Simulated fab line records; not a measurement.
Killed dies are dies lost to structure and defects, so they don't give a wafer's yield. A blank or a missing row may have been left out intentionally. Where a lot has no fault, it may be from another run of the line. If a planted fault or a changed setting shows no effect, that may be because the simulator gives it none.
Which tool is to blame? :: flow n5 finfet :: Sampling: 9 lots, 27 wafers, 6 of 1938 route steps

## WHAT THE GAUGES SHOWED, per wafer
N5_BEOL_M2_CD_MEAS_28: target cd 26.2 nm, target cd y 24.1 nm. Usual: cd nm 26.17 nm, standard deviation 0.22.
lot: L200
measured: day 6 18:50
on: cd sem-03
cd nm (nm): 25.95 26.38 26.23
flag: 

lot: L202
measured: day 7 02:10
on: cd sem-02
cd nm (nm): 26.12 26.52 26.47
flag: 

lot: L204
measured: day 7 17:19
on: cd sem-02
cd nm (nm): 26.10 25.91 26.23
flag: 

lot: L206
measured: day 7 20:44
on: cd sem-03
cd nm (nm): 26.03 26.42 26.17
flag: 

lot: L207
measured: day 8 01:28
on: cd sem-02
cd nm (nm): 26.20 26.18 26.40
flag: 

lot: L212
measured: day 9 09:34
on: cd sem-01
cd nm (nm): 26.39 26.41 26.18
flag: 

lot: L218
measured: day 11 09:29
on: cd sem-02
cd nm (nm): 25.94 25.93 26.07
flag: 

lot: L220
measured: day 11 13:07
on: cd sem-03
cd nm (nm): 23.63 23.30 23.67
flag: OFF

lot: L221
measured: day 12 12:55
on: cd sem-02
cd nm (nm): 24.60 24.49 24.60
flag: OFF

N5_BEOL_M2_OVL_MEAS_29. Usual: V1_OVL typically reads -0.3 nm, with standard deviation 0.66.
lot: L200
measured: day 6 18:52
on: overlay-01
V1_OVL (nm): -0.9 -0.5 -0.3
flag: 

lot: L202
measured: day 7 02:11
on: overlay-01
V1_OVL (nm): -0.4 -0.7 -0.5
flag: 

lot: L204
measured: day 7 17:20
on: overlay-02
V1_OVL (nm): 0.1 -0.8 -0.6
flag: 

lot: L206
measured: day 7 20:46
on: overlay-01
V1_OVL (nm): -0.7 0.1 -0.6
flag: 

lot: L207
measured: day 8 01:30
on: overlay-01
V1_OVL (nm): -0.2 -0.4 0.2
flag: 

lot: L212
measured: day 9 09:35
on: overlay-02
V1_OVL (nm): -0.1 -0.3 -0.1
flag: 

lot: L218
measured: day 11 09:32
on: overlay-02
V1_OVL (nm): 0.4 -0.7 0.5
flag: 

lot: L220
measured: day 11 13:08
on: overlay-01
V1_OVL (nm): -0.7 -1.6 -1.2
flag: 

lot: L221
measured: day 12 12:56
on: overlay-01
V1_OVL (nm): -0.7 -0.9 -0.7
flag: 

N5_BEOL_M2_INSPECT_30: inspects for defects (brightfield). Usual: raw defect count 403, standard deviation 92.
lot: L200
measured: day 6 18:55
on: defect inspect-02
raw defect count: 439 515 440
flag: 

lot: L202
measured: day 7 02:14
on: defect inspect-02
raw defect count: 348 281 315
flag: 

lot: L204
measured: day 7 17:24
on: defect inspect-01
raw defect count: 546 534 583
flag: 

lot: L206
measured: day 7 20:50
on: defect inspect-01
raw defect count: 383 363 498
flag: 

lot: L207
measured: day 8 01:33
on: defect inspect-01
raw defect count: 459 521 475
flag: 

lot: L212
measured: day 9 09:39
on: defect inspect-02
raw defect count: 354 381 284
flag: 

lot: L218
measured: day 11 09:34
on: defect inspect-01
raw defect count: 622 406 531
flag: 

lot: L220
measured: day 11 13:12
on: defect inspect-02
raw defect count: 418 409 410
flag: 

lot: L221
measured: day 12 13:00
on: defect inspect-02
raw defect count: 472 343 323
flag: 

N5_BEOL_M4_RC_MEAS_101. Usual: CHAIN_V1 232 ohm/link, standard deviation 7.1; CHAIN_V1_max_site 240 ohm/link, standard deviation 7.7; DIBL_N 36.4 mV/V, standard deviation 1.2; DIBL_P 36.1 mV/V, standard deviation 1.6; IOFF_N 0.156 nA/um, standard deviation 0.024; IOFF_P 0.21 nA/um, standard deviation 0.031; ION_N 674 uA/um, standard deviation 11; ION_P 463 uA/um, standard deviation 6.9; SS_N 71.5 mV/dec, standard deviation 0.5; SS_P 73.2 mV/dec, standard deviation 0.55; VT_N 250.0 mV, standard deviation 2.9; VT_P -250 mV, standard deviation 3.6.
lot: L200
measured: day 7 22:36
on: prober-02
CHAIN_V1 (ohm/link): 226 223 222
CHAIN_V1_max_site (ohm/link): 237 232 227
DIBL_N (mV/V): 37.7 35.5 36.2
DIBL_P (mV/V): 38.4 36.8 37.6
IOFF_N (nA/um): 0.178 0.155 0.157
IOFF_P (nA/um): 0.22 0.20 0.20
ION_N (uA/um): 671 675 679
ION_P (uA/um): 462 464 464
SS_N (mV/dec): 72.2 71.2 70.8
SS_P (mV/dec): 73.5 72.9 72.7
VT_N (mV): 250.2 251.4 250.2
VT_P (mV): -250 -251 -252
flag: 

lot: L202
measured: day 8 05:44
on: prober-01
CHAIN_V1 (ohm/link): 240 230 227
CHAIN_V1_max_site (ohm/link): 248 236 239
DIBL_N (mV/V): 37.3 38.7 36.8
DIBL_P (mV/V): 38.3 39.4 37.6
IOFF_N (nA/um): 0.181 0.208 0.167
IOFF_P (nA/um): 0.23 0.24 0.21
ION_N (uA/um): 680 684 674
ION_P (uA/um): 469 464 459
SS_N (mV/dec): 72.1 72.1 72.4
SS_P (mV/dec): 73.3 73.8 73.3
VT_N (mV): 247.3 244.2 247.0
VT_P (mV): -250 -249 -251
flag: 

lot: L204
measured: day 8 21:00
on: prober-02
CHAIN_V1 (ohm/link): 233 237 228
CHAIN_V1_max_site (ohm/link): 237 248 250
DIBL_N (mV/V): 37.3 35.2 36.6
DIBL_P (mV/V): 39.6 37.1 38.4
IOFF_N (nA/um): 0.204 0.160 0.183
IOFF_P (nA/um): 0.26 0.22 0.24
ION_N (uA/um): 698 669 676
ION_P (uA/um): 473 459 461
SS_N (mV/dec): 72.3 71.4 71.8
SS_P (mV/dec): 73.9 73.7 73.5
VT_N (mV): 245.0 249.5 247.5
VT_P (mV): -250 -248 -250
flag: 

lot: L206
measured: day 8 23:57
on: prober-01
CHAIN_V1 (ohm/link): 237 234 236
CHAIN_V1_max_site (ohm/link): 250 241 247
DIBL_N (mV/V): 36.8 38.0 37.1
DIBL_P (mV/V): 35.8 36.4 36.3
IOFF_N (nA/um): 0.182 0.195 0.185
IOFF_P (nA/um): 0.28 0.28 0.29
ION_N (uA/um): 676 683 681
ION_P (uA/um): 470 467 471
SS_N (mV/dec): 71.2 72.1 71.8
SS_P (mV/dec): 73.6 74.5 73.5
VT_N (mV): 250.4 247.6 247.4
VT_P (mV): -245 -242 -243
flag: 

lot: L207
measured: day 9 03:59
on: prober-02
CHAIN_V1 (ohm/link): 229 232 229
CHAIN_V1_max_site (ohm/link): 234 241 231
DIBL_N (mV/V): 34.6 35.2 36.4
DIBL_P (mV/V): 33.9 35.1 36.3
IOFF_N (nA/um): 0.136 0.148 0.181
IOFF_P (nA/um): 0.20 0.22 0.25
ION_N (uA/um): 661 678 688
ION_P (uA/um): 466 468 482
SS_N (mV/dec): 70.7 71.2 71.6
SS_P (mV/dec): 73.5 73.2 73.9
VT_N (mV): 250.5 251.3 246.8
VT_P (mV): -249 -247 -246
flag: 

lot: L212
measured: day 10 11:17
on: prober-01
CHAIN_V1 (ohm/link): 231 229 230
CHAIN_V1_max_site (ohm/link): 240 233 235
DIBL_N (mV/V): 34.6 34.1 36.6
DIBL_P (mV/V): 32.7 32.2 35.1
IOFF_N (nA/um): 0.127 0.117 0.156
IOFF_P (nA/um): 0.18 0.17 0.21
ION_N (uA/um): 661 660 678
ION_P (uA/um): 454 453 460
SS_N (mV/dec): 71.4 71.3 71.4
SS_P (mV/dec): 72.3 72.0 73.0
VT_N (mV): 255.9 255.5 250.3
VT_P (mV): -252 -253 -249
flag: 

lot: L218
measured: day 12 19:10
on: prober-01
CHAIN_V1 (ohm/link): 242 246 241
CHAIN_V1_max_site (ohm/link): 255 252 253
DIBL_N (mV/V): 33.6 34.9 34.4
DIBL_P (mV/V): 34.5 36.2 35.3
IOFF_N (nA/um): 0.101 0.126 0.112
IOFF_P (nA/um): 0.16 0.18 0.17
ION_N (uA/um): 653 663 657
ION_P (uA/um): 455 460 457
SS_N (mV/dec): 70.5 71.2 70.8
SS_P (mV/dec): 73.0 72.9 72.4
VT_N (mV): 258.6 253.7 257.3
VT_P (mV): -256 -254 -256
flag: 

lot: L221
measured: day 13 12:59
on: prober-02
CHAIN_V1 (ohm/link): 284 265 273
CHAIN_V1_max_site (ohm/link): 291 272 290
DIBL_N (mV/V): 37.2 35.7 36.0
DIBL_P (mV/V): 36.8 34.9 34.9
IOFF_N (nA/um): 0.152 0.127 0.134
IOFF_P (nA/um): 0.20 0.18 0.18
ION_N (uA/um): 674 669 681
ION_P (uA/um): 464 462 464
SS_N (mV/dec): 71.7 71.3 71.2
SS_P (mV/dec): 72.6 72.5 72.6
VT_N (mV): 251.9 253.1 253.8
VT_P (mV): -254 -254 -255
flag: OFF

## WHAT TOOL EACH LOT RAN ON (gives the tool, then ch and the chambers of the sampled wafers, and finally the start)
lot: L200
N5_BEOL_M2_ETCH_64: rie diel-03 ch 0,1, day 6 18:05
N5_BEOL_M2_EXPOSE_25: euv scanner-02 ch 0, day 6 18:41

lot: L202
N5_BEOL_M2_ETCH_64: rie diel-02 ch 0,1,2, day 7 01:21
N5_BEOL_M2_EXPOSE_25: euv scanner-01 ch 0, day 7 02:01

lot: L204
N5_BEOL_M2_ETCH_64: rie diel-03 ch 1,2, day 7 16:33
N5_BEOL_M2_EXPOSE_25: euv scanner-01 ch 0, day 7 17:10

lot: L206
N5_BEOL_M2_ETCH_64: rie diel-03 ch 0,1,3, day 7 20:04
N5_BEOL_M2_EXPOSE_25: euv scanner-01 ch 0, day 7 20:35

lot: L207
N5_BEOL_M2_ETCH_64: rie diel-03 ch 1,2,3, day 8 00:39
N5_BEOL_M2_EXPOSE_25: euv scanner-01 ch 0, day 8 01:20

lot: L212
N5_BEOL_M2_ETCH_64: rie diel-03 ch 0,2, day 9 08:53
N5_BEOL_M2_EXPOSE_25: euv scanner-01 ch 0, day 9 09:25

lot: L218
N5_BEOL_M2_ETCH_64: rie diel-02 ch 0,2,3, day 11 08:52
N5_BEOL_M2_EXPOSE_25: euv scanner-02 ch 0, day 11 09:22

lot: L220
N5_BEOL_M2_ETCH_64: rie diel-01 ch 0,1, day 11 12:26
N5_BEOL_M2_EXPOSE_25: euv scanner-02 ch 0, day 11 12:58

lot: L221
N5_BEOL_M2_ETCH_64: rie diel-02 ch 2,3, day 12 12:14
N5_BEOL_M2_EXPOSE_25: euv scanner-02 ch 0, day 12 12:46
- N5_BEOL_M2_ETCH_64: etches SOC in N2/H2, target depth 75 nm, overetch 22.5 nm, time 121.9 s.
- N5_BEOL_M2_EXPOSE_25: exposes mask V1, defocus 5 nm.

## WHAT THE TOOLS THEMSELVES READ (means of the sampled wafers that have a number; where no wafer has one, the mark that the record gives instead)
N5_BEOL_M2_ETCH_64. Usual: bias w 150.0 W (standard deviation 0.46); drypump motor current A 5.9 A (standard deviation 0.43); n2 flow sccm 199.9 sccm (standard deviation 0.62); oes product au 0.60 a.u. (standard deviation 0.071); rf vpp V 523.8 V (standard deviation 2.6); showerhead plenum p Torr 2.54 Torr (standard deviation 0.084); throttle valve pct 17.66 % (standard deviation 0.23).
lot: L200
tool: rie diel-03
bias w (W): 149.8
drypump motor current A (A): 6.1
n2 flow sccm (sccm): 199.4
oes product au (a.u.): 0.53
rf vpp V (V): 524.3
showerhead plenum p Torr (Torr): 2.55
throttle valve pct (%): 17.72
flag: 

lot: L202
tool: rie diel-02
bias w (W): 150.3
drypump motor current A (A): 5.3
n2 flow sccm (sccm): 199.9
oes product au (a.u.): 0.63
rf vpp V (V): 522.4
showerhead plenum p Torr (Torr): 2.53
throttle valve pct (%): 17.72
flag: 

lot: L204
tool: rie diel-03
bias w (W): 150.2
drypump motor current A (A): 6.0
n2 flow sccm (sccm): 200.1
oes product au (a.u.): 0.55
rf vpp V (V): 524.8
showerhead plenum p Torr (Torr): 2.57
throttle valve pct (%): 17.74
flag: 

lot: L206
tool: rie diel-03
bias w (W): 150.1
drypump motor current A (A): 6.1
n2 flow sccm (sccm): 200.2
oes product au (a.u.): 0.54
rf vpp V (V): 524.3
showerhead plenum p Torr (Torr): 2.55
throttle valve pct (%): 17.90
flag: 

lot: L207
tool: rie diel-03
bias w (W): 149.3
drypump motor current A (A): 6.2
n2 flow sccm (sccm): 199.4
oes product au (a.u.): 0.54
rf vpp V (V): 522.3
showerhead plenum p Torr (Torr): 2.52
throttle valve pct (%): 17.91
flag: 

lot: L212
tool: rie diel-03
bias w (W): 150.3
drypump motor current A (A): 6.4
n2 flow sccm (sccm): 199.5
oes product au (a.u.): 0.61
rf vpp V (V): 520.3
showerhead plenum p Torr (Torr): 2.45
throttle valve pct (%): 17.59
flag: 

lot: L218
tool: rie diel-02
bias w (W): 149.6
drypump motor current A (A): 5.7
n2 flow sccm (sccm): 199.4
oes product au (a.u.): 0.62
rf vpp V (V): 524.2
showerhead plenum p Torr (Torr): 2.56
throttle valve pct (%): 17.75
flag: 

lot: L220
tool: rie diel-01
bias w (W): 150.0
drypump motor current A (A): 6.1
n2 flow sccm (sccm): 199.9
oes product au (a.u.): 0.66
rf vpp V (V): 524.6
showerhead plenum p Torr (Torr): 2.56
throttle valve pct (%): 17.42
flag: 

lot: L221
tool: rie diel-02
bias w (W): 149.9
drypump motor current A (A): 5.7
n2 flow sccm (sccm): 200.3
oes product au (a.u.): 0.63
rf vpp V (V): 524.8
showerhead plenum p Torr (Torr): 2.57
throttle valve pct (%): 17.90
flag: 

N5_BEOL_M2_EXPOSE_25. Usual: exposure dose mJ cm2 62.87, standard deviation 0.12; reticle temp C 23.00 C, standard deviation 0.12.
lot: L200
tool: euv scanner-02
exposure dose mJ cm2: 62.79
reticle temp C (C): 23.03
flag: 

lot: L202
tool: euv scanner-01
exposure dose mJ cm2: 62.89
reticle temp C (C): 22.91
flag: 

lot: L204
tool: euv scanner-01
exposure dose mJ cm2: 62.96
reticle temp C (C): 23.05
flag: 

lot: L206
tool: euv scanner-01
exposure dose mJ cm2: 63.01
reticle temp C (C): 23.14
flag: 

lot: L207
tool: euv scanner-01
exposure dose mJ cm2: 63.05
reticle temp C (C): 22.90
flag: 

lot: L212
tool: euv scanner-01
exposure dose mJ cm2: 62.99
reticle temp C (C): 23.02
flag: 

lot: L218
tool: euv scanner-02
exposure dose mJ cm2: 62.79
reticle temp C (C): 22.91
flag: 

lot: L220
tool: euv scanner-02
exposure dose mJ cm2: 54.88
reticle temp C (C): 22.82
flag: OFF

lot: L221
tool: euv scanner-02
exposure dose mJ cm2: 57.66
reticle temp C (C): 23.00
flag: OFF

## THE ANSWER, worked out from the rows above alone
Rule: lot off if the mean of its wafers having a number is beyond 3 standard deviations from the usual mean. A lot without any number at a reading at which 4 lots or more have one is off too. Where the step has rows for the other lots, those lots are counted as sound. Order of review: gauges by route order, followed by the tools' own readings, for which a lot's mean as printed above is used. At the first step where some lot is off, the reading lying furthest off is the one used; lots without a number count as furthest.
Off: L220, L221 (N5_BEOL_M2_CD_MEAS_28, cd nm).
If a tool, at a process step before that reading, ran all the lots that are off and no sound lot after the first of them, it fits. Not tried: the gauges at N5_BEOL_M2_CD_MEAS_28; whatever is off there is also off at N5_BEOL_M2_EXPOSE_25, on other tools, and gauge error can't account for it. One fits: euv scanner-02 at N5_BEOL_M2_EXPOSE_25. A fault onset in the window from L218 (day 11 09:22, its last sound lot) to L220 (day 11 12:58, its first lot off) fits.
On the lots that are off, the tool's own readings at N5_BEOL_M2_EXPOSE_25 differ by more than 5 times the standard deviation of the sound lots' means, which bears it out; exposure dose mJ cm2 reads 56.27 there versus 62.93 on the sound lots.

## WHAT THE SIMULATOR PUT IN
Process parameter drift: euv scanner-02, from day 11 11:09 on, at N5_BEOL_M2_EXPOSE_25. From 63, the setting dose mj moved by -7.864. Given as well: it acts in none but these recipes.
Shown lots that were struck: L220, L221. The rule given above showed the same thing.
